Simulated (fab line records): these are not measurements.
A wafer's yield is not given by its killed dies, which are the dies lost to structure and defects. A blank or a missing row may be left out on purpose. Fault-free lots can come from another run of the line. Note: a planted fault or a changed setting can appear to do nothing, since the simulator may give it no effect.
fab line records	flow nand-harc
[record] lots = 24	wafers = 72	last-day = 25
route steps=1159 shown A_CONTACT@946 A_M1@1039 A_BONDPAD@1061 THIN_TSV@1127
lots with no fault: from the same line, run without faults
start-h: hours from the record's first day to the start of the lot's first wafer shown	wait-h: how many hours have passed since the lot's step before this one	" unchanged from the row above	L1.1+2: a row that stands for several wafers	- either no value or no given start	* or withheld: withheld	< > ~ a bound
route shown NAME@n: names a module that has steps shown in the file, with the first one's number in the route	usual: mean/standard deviation of fault-free wafers	same: alike in all rows	chamber/n: place in a boat	sites: readings site by site	_std_site: the standard deviation of these	_edge_site: outer sites' mean less inner sites'	radius-mm: for every site, how far away it sits from the centre of the wafer	mask NAME#n: copy n	behind: the tool/chamber that last shaped the wafer	hold: the reason the lot was held/the length of the hold in hours/how it ended	device: names the non-switching transistor (n, p or np)	end of line: the same wafers' tests at the end of the route	a step given without rows: its recipe and nothing more	killed: dies lost to structure and defects at the first sort, not the wafer's yield	map: a wafer's dies, x killed, . not, _ none there
set.NAME: the setting that was run; set.NAME@STEP: the one run at that earlier step	model.NAME: the simulator's own value behind a step, which no gauge read
a sample of lots followed through the steps of the route, with each step as a table and each wafer as a row
services: the hour from which a tool's chamber was out of use, counted from the record's first day as start-h (under 0 if before that day), plus the number of hours and why
[[steps]]
[step NHARC_A_CONTACT_ETCH_137]
[recipe] source-w = withheld	pressure-mtorr = 20	bias-v = 3000	time-s = 132	target-depth-a = 12870	ar-flow-sccm = withheld	c4f8-flow-sccm = withheld	o2-flow-sccm = withheld	chemistry = C4F8/O2/Ar
lot.wafer	tool	chamber	start-h	wait-h	rf-hours-counter-h
L074.1	har-cap-etch-02	1	382.20	0.1	11
L074.4	"	0	"	"	-
L074.5	"	1	"	"	-
L077.3	har-cap-etch-03	0	390.40	0.1	-
L077.4	"	1	"	"	-
L077.6	"	1	"	"	-
L076.2	har-cap-etch-03	1	391.28	0.1	83
L076.1	"	0	"	"	83
L076.6	"	1	"	"	-
L075.2	har-cap-etch-01	1	394.64	0.2	65
L075.4	"	1	"	"	-
L075.6	"	0	"	"	-
L078.4	har-cap-etch-03	0	396.89	0.1	-
L078.3	"	1	"	"	-
L078.5	"	0	"	"	-
L079.2	har-cap-etch-03	0	405.23	0.1	85
L079.3	"	0	"	"	-
L079.5	"	0	"	"	-
L080.1	har-cap-etch-01	1	407.72	0.2	67
L080.2	"	0	"	"	67
L080.3	"	1	"	"	-
L081.1	har-cap-etch-03	1	424.35	0.1	87
L081.4	"	1	"	"	-
L081.6	"	1	"	"	-
L082.2	har-cap-etch-01	1	431.71	0.1	70
L082.3	"	0	"	"	-
L082.6	"	0	"	"	-
L083.2	har-cap-etch-03	1	435.87	0.1	89
L083.4	"	1	"	"	-
L083.5	"	0	"	"	-
L084.1	har-cap-etch-02	0	438.89	0.1	22
L084.4	"	1	"	"	-
L084.6	"	1	"	"	-
L086.1	har-cap-etch-01	0	456.28	0.1	73
L086.2	"	1	"	"	73
L086.4	"	0	"	"	-
L087.1	har-cap-etch-03	0	458.07	0.1	92
L087.4	"	1	"	"	-
L087.5	"	0	"	"	-
L085.1	har-cap-etch-01	1	469.51	0.1	76
L085.3	"	1	"	"	-
L085.6	"	0	"	"	-
L089.1	har-cap-etch-02	1	470.73	0.1	29
L089.4	"	0	"	"	-
L089.5	"	0	"	"	-
L088.4	har-cap-etch-03	0	474.53	0.1	-
L088.3	"	1	"	"	-
L088.5	"	1	"	"	-
L090.1	har-cap-etch-03	0	478.50	0.1	97
L090.3	"	1	"	"	-
L090.6	"	1	"	"	-
L092.2	har-cap-etch-02	1	481.59	0.1	31
L092.3	"	0	"	"	-
L092.6	"	1	"	"	-
L091.2	har-cap-etch-01	1	483.43	0.1	79
L091.4	"	1	"	"	-
L091.6	"	0	"	"	-
L093.2	har-cap-etch-02	1	491.98	0.1	31
L093.4	"	0	"	"	-
L093.3	"	1	"	"	-
L095.2	har-cap-etch-02	0	513.23	0.1	33
L095.6	"	0	"	"	-
L095.5	"	1	"	"	-
L094.4	har-cap-etch-02	1	516.04	0.1	-
L094.6	"	0	"	"	-
L094.5	"	1	"	"	-
L097.3	har-cap-etch-03	1	521.82	0.1	-
L097.4	"	0	"	"	-
L097.6	"	1	"	"	-
L096.4	har-cap-etch-03	0	529.33	0.1	-
L096.3	"	1	"	"	-
L096.5	"	0	"	"	-
[step NHARC_A_M1_DESCUM_14]
[recipe] time-s = 3	o2-flow-sccm = 200	ar-flow-sccm = 0	bias-power-w = 0	chemistry = O2
[usual] drypump-motor-current-A = 6.01/0.3	o2-flow-sccm = 200.1/0.58	oes-product-au = 0.999/0.0072	rf-vpp-V = 58.0/0.85	showerhead-plenum-p-Torr = 1.94/0.064	throttle-valve-pct = 11.313/0.009
[same] bias-power-w = 0
lot.wafer	tool	chamber	start-h	wait-h	drypump-motor-current-A	o2-flow-sccm	oes-product-au	rf-hours-counter-h	rf-vpp-V	showerhead-plenum-p-Torr	throttle-valve-pct
L074.1	rie-diel-02	3	398.70	0.1	6.61	200.8	1.000	1	56.4	1.84	11.310
L074.4	"	0	"	"	5.72	199.8	1.008	1	57.1	1.89	11.314
L074.5	"	1	"	"	6.11	199.5	1.002	-	58.3	1.98	11.313
L077.4	rie-diel-11	2	404.61	0.1	5.86	200.1	1.002	2	59.2	2.02	11.307
L077.3	"	0	"	"	6.12	199.6	1.006	2	56.5	1.89	11.320
L077.6	"	3	"	"	6.08	199.5	0.990	-	58.2	1.98	11.317
L076.1	rie-diel-11	3	405.83	0.1	6.08	199.4	1.001	2	60.3	1.98	11.328
L076.2	"	2	"	"	5.86	200.1	1.003	2	58.8	2.01	11.301
L076.6	"	3	"	"	6.09	200.1	0.991	-	57.6	1.98	11.314
L075.2	rie-diel-02	2	407.03	0.1	5.50	200.8	0.991	2	58.4	1.98	11.323
L075.4	"	0	"	"	5.72	200.5	1.003	2	58.1	1.89	11.313
L075.6	"	1	"	"	6.10	200.1	1.001	-	58.4	1.98	11.315
L078.3	rie-diel-03	3	410.43	0.1	6.05	200.3	0.990	1	57.6	2.05	11.320
L078.4	"	2	"	"	6.02	199.7	1.005	1	57.9	1.95	11.309
L078.5	"	3	"	"	6.06	200.8	0.995	-	57.7	2.05	11.304
L079.2	rie-diel-11	2	425.74	0.1	5.90	199.7	1.004	4	56.4	2.01	11.295
L079.3	"	0	"	"	6.07	200.2	1.002	3	57.2	1.89	11.317
L079.5	"	2	"	"	5.92	199.8	1.002	-	57.9	2.01	11.307
L080.3	rie-diel-11	3	428.93	0.1	6.08	200.0	0.995	3	58.1	1.98	11.297
L080.1	"	0	"	"	6.06	200.5	1.015	3	57.0	1.89	11.324
L080.2	"	1	"	"	6.25	199.2	0.998	4	57.4	1.83	11.311
L081.1	rie-diel-02	1	437.39	0.1	6.14	199.6	1.000	2	57.6	1.98	11.328
L081.4	"	2	"	"	5.51	200.9	1.001	2	57.1	1.98	11.318
L081.6	"	0	"	"	5.73	200.4	0.989	-	58.0	1.89	11.295
L082.2	rie-diel-11	1	446.19	0.1	6.26	199.5	1.005	5	58.6	1.83	11.305
L082.3	"	3	"	"	6.09	199.8	1.001	5	57.5	1.98	11.303
L082.6	"	1	"	"	6.26	200.2	1.013	-	56.4	1.83	11.325
L083.4	rie-diel-02	0	451.91	0.1	5.72	198.9	0.997	3	57.2	1.89	11.312
L083.2	"	1	"	"	6.14	199.6	1.015	3	56.9	1.98	11.315
L083.5	"	1	"	"	6.12	200.1	1.009	-	57.1	1.98	11.315
L084.1	rie-diel-03	0	452.99	0.1	5.68	199.0	1.002	5	58.5	1.90	11.300
L084.4	"	2	"	"	6.05	200.2	0.997	3	57.9	1.95	11.304
L084.6	"	0	"	"	5.70	199.9	0.999	-	58.7	1.90	11.304
L086.2	rie-diel-03	1	470.08	0.1	6.14	201.6	1.006	4	58.4	1.95	11.300
L086.4	"	2	"	"	6.03	199.8	0.999	4	59.4	1.95	11.319
L086.1	"	0	"	"	5.69	200.8	1.015	5	57.2	1.90	11.304
L087.1	rie-diel-03	0	470.77	0.1	5.69	199.7	0.996	5	56.8	1.90	11.328
L087.4	"	2	"	"	6.06	199.6	0.999	4	58.0	1.95	11.302
L087.5	"	0	"	"	5.67	200.0	0.996	-	56.6	1.90	11.320
L085.3	rie-diel-02	0	486.98	0.1	5.73	200.1	1.002	3	58.6	1.89	11.317
L085.1	"	2	"	"	5.52	200.3	1.017	3	59.6	1.98	11.313
L085.6	"	0	"	"	5.75	200.4	1.003	-	57.5	1.89	11.303
L089.1	rie-diel-02	2	499.58	0.1	5.52	199.6	0.986	4	58.2	1.98	11.303
L089.4	"	3	"	"	6.57	199.5	1.001	3	58.0	1.84	11.307
L089.5	"	2	"	"	5.50	200.1	1.007	-	58.3	1.98	11.308
L088.4	rie-diel-02	3	502.52	0.1	6.61	200.4	0.995	3	57.2	1.84	11.309
L088.3	"	0	"	"	5.73	200.0	0.990	4	57.7	1.89	11.322
L088.5	"	3	"	"	6.62	200.3	1.007	-	56.0	1.84	11.312
L090.3	rie-diel-02	0	513.97	0.1	5.74	200.2	0.991	0	58.3	1.89	11.307
L090.1	"	1	"	"	6.07	200.7	0.996	0	59.9	1.98	11.304
L090.6	"	2	"	"	5.51	200.0	0.995	-	58.4	1.98	11.313
L092.3	rie-diel-03	1	514.63	0.1	6.14	200.0	0.989	7	58.0	1.95	11.307
L092.2	"	0	"	"	5.70	199.4	0.997	8	58.3	1.90	11.299
L092.6	"	2	"	"	6.00	200.8	0.999	-	56.9	1.95	11.321
L091.2	rie-diel-03	0	515.04	0.1	5.70	200.4	0.997	8	57.4	1.90	11.317
L091.4	"	1	"	"	6.14	199.8	1.000	7	58.1	1.95	11.294
L091.6	"	0	"	"	5.69	200.4	0.988	-	58.9	1.90	11.307
L093.4	rie-diel-02	1	520.52	0.1	6.12	200.8	0.998	0	58.3	1.98	11.320
L093.3	"	3	"	"	6.61	200.1	0.994	0	56.7	1.84	11.324
L093.2	"	0	"	"	5.73	200.0	1.003	0	58.5	1.89	11.312
L095.2	rie-diel-11	2	529.07	0.1	5.90	200.1	0.992	14	58.0	2.01	11.304
L095.5	"	1	"	"	6.26	201.1	0.991	-	57.1	1.83	11.318
L095.6	"	2	"	"	5.85	199.6	1.002	-	59.1	2.01	11.294
L094.4	rie-diel-03	2	532.56	0.1	6.03	199.5	1.006	8	57.6	1.95	11.300
L094.5	"	1	"	"	6.16	199.9	1.005	-	57.8	1.95	11.318
L094.6	"	2	"	"	5.98	200.1	1.001	-	58.9	1.95	11.297
L097.4	rie-diel-11	3	533.78	0.1	6.06	200.0	0.990	14	59.3	1.97	11.318
L097.3	"	0	"	"	6.07	200.2	1.006	13	56.8	1.89	11.310
L097.6	"	2	"	"	5.91	200.5	0.993	-	58.4	2.01	11.332
L096.4	rie-diel-02	2	545.78	0.1	5.50	200.8	0.983	1	57.5	1.98	11.314
L096.3	"	3	"	"	6.63	199.6	0.990	1	56.5	1.84	11.307
L096.5	"	0	"	"	5.76	198.9	0.991	-	58.0	1.89	11.330
[step NHARC_A_M1_ETCH_28]
[recipe] target-depth-a = 300	over-etch-frac = 0.3	time-s = 72.99	ion-energy-ev = 150	cf4-flow-sccm = 50	n2-flow-sccm = 100	ar-flow-sccm = 150	rf-w = 300	bias-w = 100	chemistry = CF4/N2
[usual] drypump-motor-current-A = 6.03/0.24	oes-product-au = 1.000/0.0063	rf-vpp-V = 314.7/1.8	showerhead-plenum-p-Torr = 2.66/0.087	throttle-valve-pct = 19.793/0.0096
[same] over-etch-frac = 0.3
lot.wafer	tool	chamber	start-h	wait-h	drypump-motor-current-A	oes-product-au	rf-hours-counter-h	rf-vpp-V	showerhead-plenum-p-Torr	throttle-valve-pct
L074.4	rie-diel-11	2	-	-	5.90	1.003	2	317.6	2.76	19.796
L074.1	"	0	"	"	6.08	1.009	2	313.9	2.59	19.800
L074.5	"	3	"	"	6.06	0.999	-	315.0	2.71	19.796
L077.3	rie-diel-11	1	-	-	6.25	1.001	3	313.0	2.52	19.784
L077.4	"	2	"	"	5.86	1.012	2	315.3	2.76	19.775
L077.6	"	0	"	"	6.06	1.005	-	313.7	2.59	19.800
L076.1	rie-diel-03	3	-	-	6.09	1.002	1	315.5	2.81	19.806
L076.2	"	1	"	"	6.15	1.004	1	315.3	2.68	19.810
L076.6	"	3	"	"	6.08	1.002	-	318.2	2.81	19.800
L075.4	rie-diel-11	2	-	-	5.90	1.008	3	317.7	2.76	19.799
L075.2	"	0	"	"	6.09	1.006	2	312.1	2.59	19.796
L075.6	"	3	"	"	6.06	1.001	-	316.0	2.71	19.806
L078.3	rie-diel-02	1	-	-	6.09	1.006	2	315.3	2.71	19.792
L078.4	"	3	"	"	6.63	0.999	2	312.7	2.53	19.784
L078.5	"	1	"	"	6.13	1.015	-	317.0	2.71	19.793
L079.2	rie-diel-03	3	-	-	6.06	1.005	2	317.3	2.81	19.781
L079.3	"	0	"	"	5.71	0.993	2	313.7	2.61	19.787
L079.5	"	2	"	"	6.06	0.995	-	315.6	2.68	19.793
L080.2	rie-diel-11	0	-	-	6.08	1.001	3	314.4	2.59	19.791
L080.1	"	1	"	"	6.22	1.017	4	312.6	2.52	19.821
L080.3	"	3	"	"	6.07	1.003	4	314.8	2.71	19.793
L081.1	rie-diel-03	1	-	-	6.14	1.001	3	314.5	2.68	19.793
L081.4	"	3	"	"	6.04	1.006	4	317.7	2.81	19.793
L081.6	"	1	"	"	6.17	0.997	-	313.1	2.68	19.798
L082.2	rie-diel-11	1	-	-	6.29	1.008	5	312.2	2.52	19.798
L082.3	"	2	"	"	5.89	0.993	5	317.6	2.76	19.789
L082.6	"	2	"	"	5.91	1.000	-	316.5	2.76	19.798
L083.2	rie-diel-11	1	-	-	6.25	1.000	5	313.0	2.52	19.785
L083.4	"	3	"	"	6.02	0.987	5	316.6	2.71	19.782
L083.5	"	0	"	"	6.04	1.003	-	313.5	2.59	19.788
L084.1	rie-diel-02	2	-	-	5.52	1.010	3	314.3	2.71	19.788
L084.4	"	3	"	"	6.69	0.996	3	312.0	2.53	19.794
L084.6	"	1	"	"	6.15	1.009	-	315.6	2.71	19.777
L086.2	rie-diel-11	1	-	-	6.26	1.005	7	312.0	2.52	19.784
L086.4	"	2	"	"	5.85	1.005	8	317.3	2.75	19.820
L086.1	"	3	"	"	6.06	0.992	8	315.5	2.71	19.788
L087.1	rie-diel-11	2	-	-	5.92	0.989	8	316.9	2.76	19.774
L087.4	"	0	"	"	6.09	1.008	7	314.2	2.59	19.793
L087.5	"	2	"	"	5.88	1.004	-	315.6	2.75	19.795
L085.3	rie-diel-11	1	-	-	6.25	0.994	10	312.4	2.52	19.790
L085.1	"	2	"	"	5.93	1.008	10	316.7	2.75	19.792
L085.6	"	0	"	"	6.07	1.005	-	313.4	2.59	19.793
L089.4	rie-diel-03	0	-	-	5.68	0.993	7	314.5	2.61	19.805
L089.1	"	3	"	"	6.04	0.995	7	318.7	2.80	19.794
L089.5	"	1	"	"	6.16	0.996	-	315.6	2.67	19.771
L088.3	rie-diel-03	3	-	-	6.05	1.000	7	317.3	2.80	19.799
L088.4	"	1	"	"	6.16	1.007	6	315.0	2.67	19.794
L088.5	"	0	"	"	5.71	1.004	-	314.4	2.61	19.794
L090.1	rie-diel-02	3	-	-	6.65	1.005	0	311.7	2.53	19.802
L090.3	"	1	"	"	6.12	1.002	0	315.9	2.71	19.790
L090.6	"	3	"	"	6.63	1.003	-	311.9	2.53	19.805
L092.3	rie-diel-02	3	-	-	6.62	0.991	0	313.7	2.53	19.791
L092.2	"	1	"	"	6.16	0.997	0	315.7	2.71	19.791
L092.6	"	0	"	"	5.73	0.991	-	313.5	2.60	19.791
L091.4	rie-diel-11	1	-	-	6.23	0.991	12	312.2	2.52	19.795
L091.2	"	2	"	"	5.89	0.996	12	316.4	2.75	19.792
L091.6	"	0	"	"	6.09	1.005	-	312.4	2.59	19.802
L093.2	rie-diel-02	1	-	-	6.10	1.002	0	315.9	2.71	19.776
L093.3	"	3	"	"	6.60	1.009	0	311.7	2.53	19.796
L093.4	"	0	"	"	5.74	1.002	0	314.4	2.60	19.806
L095.2	rie-diel-11	0	-	-	6.12	0.999	12	313.7	2.59	19.768
L095.6	"	2	"	"	5.90	0.996	-	315.3	2.75	19.801
L095.5	"	3	"	"	6.08	0.993	-	314.6	2.70	19.794
L094.4	rie-diel-11	2	-	-	5.90	0.998	14	317.6	2.75	19.780
L094.6	"	2	"	"	5.87	0.998	-	316.3	2.75	19.817
L094.5	"	3	"	"	6.09	0.997	-	316.5	2.70	19.805
L097.3	rie-diel-03	0	-	-	5.71	1.005	10	315.5	2.61	19.789
L097.4	"	3	"	"	6.07	0.994	10	317.3	2.80	19.783
L097.6	"	0	"	"	5.70	1.003	-	313.5	2.61	19.791
L096.4	rie-diel-03	1	-	-	6.16	1.000	9	315.6	2.67	19.797
L096.3	"	2	"	"	6.01	0.995	8	313.5	2.68	19.800
L096.5	"	3	"	"	6.06	0.981	-	316.8	2.80	19.790
[step NHARC_A_BONDPAD_THK_MEAS_30]
[recipe] thk-meas-gauge = ellipsometry
[usual] thk-nm = 200.3/1.3
lot.wafer	tool	chamber	start-h	wait-h	thk-nm
L074.1	film-metro-01	-	402.70	0.2	200.2
L074.4	"	-	"	"	201.5
L074.5	"	-	"	"	201.7
L077.3	film-metro-01	-	408.56	0.2	198.4
L077.4	"	-	"	"	200.4
L077.6	"	-	"	"	197.8
L076.1	film-metro-02	-	409.77	0.2	200.3
L076.2	"	-	"	"	201.9
L076.6	"	-	"	"	200.1
L075.2	film-metro-01	-	410.99	0.2	198.4
L075.4	"	-	"	"	200.9
L075.6	"	-	"	"	197.4
L078.3	film-metro-02	-	414.44	0.2	199.2
L078.4	"	-	"	"	201.7
L078.5	"	-	"	"	200.7
L079.2	film-metro-01	-	429.71	0.2	200.3
L079.3	"	-	"	"	199.6
L079.5	"	-	"	"	198.8
L080.1	film-metro-01	-	432.86	0.2	199.3
L080.2	"	-	"	"	199.2
L080.3	"	-	"	"	199.4
L081.1	film-metro-02	-	441.40	0.2	200.1
L081.4	"	-	"	"	201.6
L081.6	"	-	"	"	198.6
L082.2	film-metro-01	-	450.67	0.2	200.9
L082.3	"	-	"	"	198.8
L082.6	"	-	"	"	201.6
L083.2	film-metro-02	-	456.15	0.2	198.7
L083.4	"	-	"	"	197.9
L083.5	"	-	"	"	199.7
L084.1	film-metro-02	-	456.92	0.2	202.9
L084.4	"	-	"	"	201.9
L084.6	"	-	"	"	200.9
L086.1	film-metro-01	-	474.05	0.2	200.8
L086.2	"	-	"	"	199.5
L086.4	"	-	"	"	200.4
L087.1	film-metro-01	-	475.06	0.2	199.8
L087.4	"	-	"	"	200.5
L087.5	"	-	"	"	199.2
L085.1	film-metro-01	-	491.19	0.2	200.1
L085.3	"	-	"	"	200.4
L085.6	"	-	"	"	202.3
L089.1	film-metro-01	-	503.52	0.1	200.0
L089.4	"	-	"	"	197.7
L089.5	"	-	"	"	199.3
L088.3	film-metro-01	-	506.64	0.2	198.5
L088.4	"	-	"	"	199.9
L088.5	"	-	"	"	200.8
L090.1	film-metro-01	-	518.22	0.2	200.6
L090.3	"	-	"	"	201.0
L090.6	"	-	"	"	201.1
L092.2	film-metro-01	-	519.68	0.1	200.6
L092.3	"	-	"	"	199.8
L092.6	"	-	"	"	201.8
L091.2	film-metro-01	-	519.95	0.2	202.9
L091.4	"	-	"	"	200.9
L091.6	"	-	"	"	202.2
L093.2	film-metro-02	-	524.80	0.2	199.0
L093.3	"	-	"	"	201.4
L093.4	"	-	"	"	198.8
L095.2	film-metro-01	-	533.32	0.2	200.5
L095.5	"	-	"	"	200.6
L095.6	"	-	"	"	200.5
L094.4	film-metro-02	-	536.52	0.2	200.6
L094.5	"	-	"	"	200.3
L094.6	"	-	"	"	199.1
L097.3	film-metro-01	-	537.93	0.2	199.8
L097.4	"	-	"	"	201.1
L097.6	"	-	"	"	199.4
L096.3	film-metro-01	-	549.72	0.2	201.1
L096.4	"	-	"	"	200.1
L096.5	"	-	"	"	203.3
[step NHARC_A_BONDPAD_ETCH_24]
[recipe] target-depth-a = 300	over-etch-frac = 0.3	time-s = 72.99	ion-energy-ev = 150	cf4-flow-sccm = 50	n2-flow-sccm = 100	ar-flow-sccm = 150	rf-w = 300	bias-w = 100	chemistry = CF4/N2
[usual] drypump-motor-current-A = 6.0/0.58	oes-product-au = 0.998/0.0072	rf-vpp-V = 315.6/2	showerhead-plenum-p-Torr = 2.71/0.1	throttle-valve-pct = 19.795/0.0088
[same] over-etch-frac = 0.3
lot.wafer	tool	chamber	start-h	wait-h	drypump-motor-current-A	oes-product-au	rf-hours-counter-h	rf-vpp-V	showerhead-plenum-p-Torr	throttle-valve-pct
L074.1	rie-diel-13	2	-	-	6.0	0.990	5	316.3	2.76	19.816
L074.4	"	0	"	"	6.8	0.991	4	318.0	2.79	19.809
L074.5	"	3	"	"	6.1	1.007	-	317.1	2.81	19.784
L077.3	rie-diel-13	0	409.97	0.1	6.8	1.002	5	315.9	2.79	19.794
L077.4	"	2	"	"	6.1	0.994	-	316.4	2.76	19.798
L077.6	"	3	"	"	6.0	1.018	-	317.7	2.81	19.794
L076.1	rie-diel-13	0	411.09	0.2	6.8	0.998	5	316.6	2.79	19.804
L076.2	"	2	"	"	6.1	0.989	5	316.5	2.76	19.800
L076.6	"	3	"	"	6.0	1.009	-	316.6	2.81	19.795
L075.2	rie-diel-13	3	412.45	0.1	6.1	0.998	5	316.3	2.81	19.803
L075.4	"	0	"	"	6.8	0.993	-	317.3	2.79	19.794
L075.6	"	2	"	"	6.1	0.996	-	318.4	2.76	19.795
L078.3	rie-diel-13	2	415.72	0.2	6.1	0.999	6	315.9	2.76	19.798
L078.4	"	0	"	"	6.8	0.998	-	316.0	2.79	19.794
L078.5	"	2	"	"	6.0	0.993	-	316.7	2.76	19.799
L079.3	rie-diel-13	0	-	-	6.8	0.983	6	317.1	2.79	19.793
L079.2	"	2	"	"	6.0	0.987	6	317.1	2.76	19.794
L079.5	"	1	"	"	5.9	0.999	-	312.3	2.58	19.793
L080.2	rie-diel-07	3	-	-	5.1	1.002	3	311.5	2.54	19.798
L080.3	"	0	"	"	5.3	1.002	3	315.8	2.69	19.781
L080.1	"	1	"	"	5.0	0.992	4	315.5	2.73	19.788
L081.4	rie-diel-13	3	-	-	6.1	1.003	6	317.3	2.81	19.792
L081.1	"	0	"	"	6.8	1.000	6	315.6	2.79	19.801
L081.6	"	3	"	"	6.1	1.009	-	316.1	2.81	19.800
L082.2	rie-diel-13	3	-	-	6.1	1.007	6	317.8	2.81	19.787
L082.3	"	2	"	"	6.1	0.984	7	316.8	2.76	19.794
L082.6	"	3	"	"	6.0	0.996	-	318.1	2.81	19.795
L083.2	rie-diel-07	3	-	-	5.1	1.001	7	310.7	2.54	19.790
L083.4	"	2	"	"	5.0	0.998	7	316.5	2.68	19.797
L083.5	"	0	"	"	5.3	0.987	-	316.7	2.69	19.792
L084.1	rie-diel-07	2	-	-	5.0	1.002	7	314.3	2.68	19.787
L084.4	"	1	"	"	5.0	1.005	8	316.4	2.73	19.800
L084.6	"	3	"	"	5.1	1.006	-	313.8	2.54	19.791
L086.2	rie-diel-13	2	475.39	0.2	6.0	0.986	0	317.1	2.76	19.789
L086.1	"	3	"	"	6.1	0.997	1	316.8	2.81	19.803
L086.4	"	2	"	"	6.0	0.993	-	316.9	2.76	19.793
L087.1	rie-diel-13	0	476.34	0.1	6.8	0.992	1	316.9	2.79	19.792
L087.5	"	3	"	"	6.1	1.003	-	318.4	2.81	19.797
L087.4	"	0	"	"	6.8	0.990	-	316.6	2.79	19.788
L085.3	rie-diel-07	1	-	-	5.0	0.995	17	316.3	2.73	19.791
L085.1	"	0	"	"	5.3	0.999	16	314.6	2.69	19.804
L085.6	"	2	"	"	5.0	0.999	-	314.9	2.68	19.809
L089.4	rie-diel-04	2	-	-	5.4	0.999	11	312.8	2.58	19.795
L089.1	"	1	"	"	5.0	1.002	10	312.0	2.57	19.794
L089.5	"	3	"	"	6.7	0.994	-	311.8	2.49	19.791
L088.3	rie-diel-04	0	-	-	5.9	1.001	8	315.2	2.65	19.796
L088.4	"	3	"	"	6.7	0.997	9	311.5	2.49	19.785
L088.5	"	0	"	"	5.9	1.004	-	314.3	2.65	19.793
L090.3	rie-diel-13	2	-	-	6.0	0.988	2	317.2	2.76	19.785
L090.1	"	3	"	"	6.1	0.995	2	317.6	2.81	19.803
L090.6	"	1	"	"	5.9	0.997	-	314.0	2.58	19.792
L092.2	rie-diel-13	0	-	-	6.8	0.995	2	316.0	2.79	19.797
L092.3	"	1	"	"	5.9	0.999	1	312.4	2.58	19.802
L092.6	"	3	"	"	6.0	0.996	-	316.7	2.81	19.791
L091.2	rie-diel-13	3	-	-	6.0	0.984	2	317.1	2.81	19.800
L091.4	"	1	"	"	5.9	1.003	1	313.2	2.58	19.786
L091.6	"	3	"	"	6.1	0.997	-	317.4	2.81	19.791
L093.2	rie-diel-13	1	-	-	5.9	1.004	1	313.2	2.58	19.774
L093.3	"	2	"	"	6.0	0.991	2	315.1	2.76	19.788
L093.4	"	3	"	"	6.1	1.008	2	318.1	2.81	19.798
L095.2	rie-diel-04	2	-	-	5.4	0.989	24	314.5	2.57	19.807
L095.5	"	2	"	"	5.4	0.992	-	313.3	2.57	19.797
L095.6	"	3	"	"	6.7	1.002	-	312.7	2.48	19.782
L094.4	rie-diel-04	2	-	-	5.4	0.993	26	312.1	2.57	19.796
L094.6	"	3	"	"	6.7	0.989	-	312.0	2.48	19.795
L094.5	"	0	"	"	5.9	0.990	-	314.5	2.65	19.782
L097.3	rie-diel-13	2	-	-	6.1	0.986	3	316.6	2.75	19.799
L097.4	"	3	"	"	6.1	1.000	3	316.8	2.81	19.766
L097.6	"	3	"	"	6.1	1.010	-	317.0	2.81	19.801
L096.4	rie-diel-13	1	-	-	5.9	1.012	2	313.0	2.58	19.789
L096.3	"	3	"	"	6.0	0.990	3	315.7	2.81	19.787
L096.5	"	1	"	"	5.9	1.008	-	313.6	2.58	19.799
[step NHARC_THIN_TSV_DEGAS_49]
[recipe] temp-c = 300	time-s = 120
[usual] heater-power-w = 470/39
lot.wafer	tool	chamber	start-h	wait-h	heater-power-w
L077.4	pvd-sputter-01	-	424.45	0.1	439
L077.3	"	-	"	"	408
L077.6	"	-	"	"	437
L074.1	pvd-sputter-02	-	425.71	0.1	409
L074.4	"	-	"	"	476
L074.5	"	-	"	"	542
L076.1	pvd-sputter-03	-	428.64	0.2	431
L076.2	"	-	"	"	478
L076.6	"	-	"	"	451
L075.2	pvd-sputter-01	-	429.78	0.2	446
L075.4	"	-	"	"	488
L075.6	"	-	"	"	530
L078.3	pvd-sputter-02	-	437.98	0.1	422
L078.4	"	-	"	"	455
L078.5	"	-	"	"	535
L080.3	pvd-sputter-02	-	451.58	0.1	446
L080.2	"	-	"	"	532
L080.1	"	-	"	"	492
L079.2	pvd-sputter-03	-	452.01	0.1	485
L079.3	"	-	"	"	450
L079.5	"	-	"	"	437
L081.4	pvd-sputter-02	-	463.56	0.1	494
L081.1	"	-	"	"	453
L081.6	"	-	"	"	492
L082.2	pvd-sputter-01	-	470.36	0.1	484
L082.3	"	-	"	"	518
L082.6	"	-	"	"	492
L083.4	pvd-sputter-03	-	477.03	0.1	449
L083.2	"	-	"	"	444
L083.5	"	-	"	"	466
L084.4	pvd-sputter-01	-	478.41	0.1	446
L084.1	"	-	"	"	493
L084.6	"	-	"	"	433
L087.4	pvd-sputter-02	-	493.77	0.1	539
L087.1	"	-	"	"	450
L087.5	"	-	"	"	485
L086.1	pvd-sputter-02	-	494.99	0.1	429
L086.4	"	-	"	"	484
L086.2	"	-	"	"	435
L085.1	pvd-sputter-01	-	510.28	0.1	438
L085.3	"	-	"	"	494
L085.6	"	-	"	"	452
L089.1	pvd-sputter-02	-	522.38	0.2	528
L089.4	"	-	"	"	498
L089.5	"	-	"	"	491
L088.4	pvd-sputter-03	-	523.84	0.1	430
L088.3	"	-	"	"	478
L088.5	"	-	"	"	473
L090.1	pvd-sputter-02	-	536.88	0.2	488
L090.3	"	-	"	"	419
L090.6	"	-	"	"	547
L091.2	pvd-sputter-03	-	539.42	0.2	447
L091.4	"	-	"	"	495
L091.6	"	-	"	"	444
L092.2	pvd-sputter-03	-	539.86	0.1	431
L092.3	"	-	"	"	454
L092.6	"	-	"	"	436
L093.2	pvd-sputter-02	-	544.33	0.1	429
L093.4	"	-	"	"	523
L093.3	"	-	"	"	472
L095.2	pvd-sputter-02	-	552.31	0.2	428
L095.6	"	-	"	"	534
L095.5	"	-	"	"	496
L094.4	pvd-sputter-02	-	553.59	0.1	493
L094.5	"	-	"	"	454
L094.6	"	-	"	"	421
L097.4	pvd-sputter-02	-	559.82	0.1	421
L097.3	"	-	"	"	534
L097.6	"	-	"	"	422
L096.3	pvd-sputter-03	-	579.12	0.1	481
L096.4	"	-	"	"	499
L096.5	"	-	"	"	473
[[services]]
tool	chamber	start-h	hours	kind
rie-diel-11	-	366.59	9.0	pm
rie-diel-03	-	392.30	9.0	pm
pvd-sputter-02	-	393.13	10.0	pm
rie-diel-13	1	407.02	9.5	repair
rie-diel-13	1	452.23	32.5	repair
rie-diel-13	-	453.00	9.0	pm
pvd-sputter-03	-	458.04	10.0	pm
rie-diel-11	2	474.17	2.4	repair
har-cap-etch-03	-	492.53	0.7	repair
rie-diel-13	3	494.63	3.7	repair
rie-diel-11	1	494.93	3.2	repair
rie-diel-02	-	504.70	9.0	pm
pvd-sputter-03	-	506.48	1.1	repair
rie-diel-11	-	511.81	0.2	repair
rie-diel-03	2	516.17	1.5	repair
rie-diel-02	2	529.06	3.7	repair
rie-diel-11	1	539.57	2.2	repair
rie-diel-11	-	543.74	9.0	pm
har-cap-etch-03	-	545.00	17.0	pm
har-cap-etch-02	-	567.81	0.1	repair
rie-diel-03	-	569.30	9.0	pm
pvd-sputter-02	-	571.13	10.0	pm
pvd-sputter-03	-	576.73	1.8	repair
rie-diel-02	1	577.31	4.7	repair
[[key]]
fault none
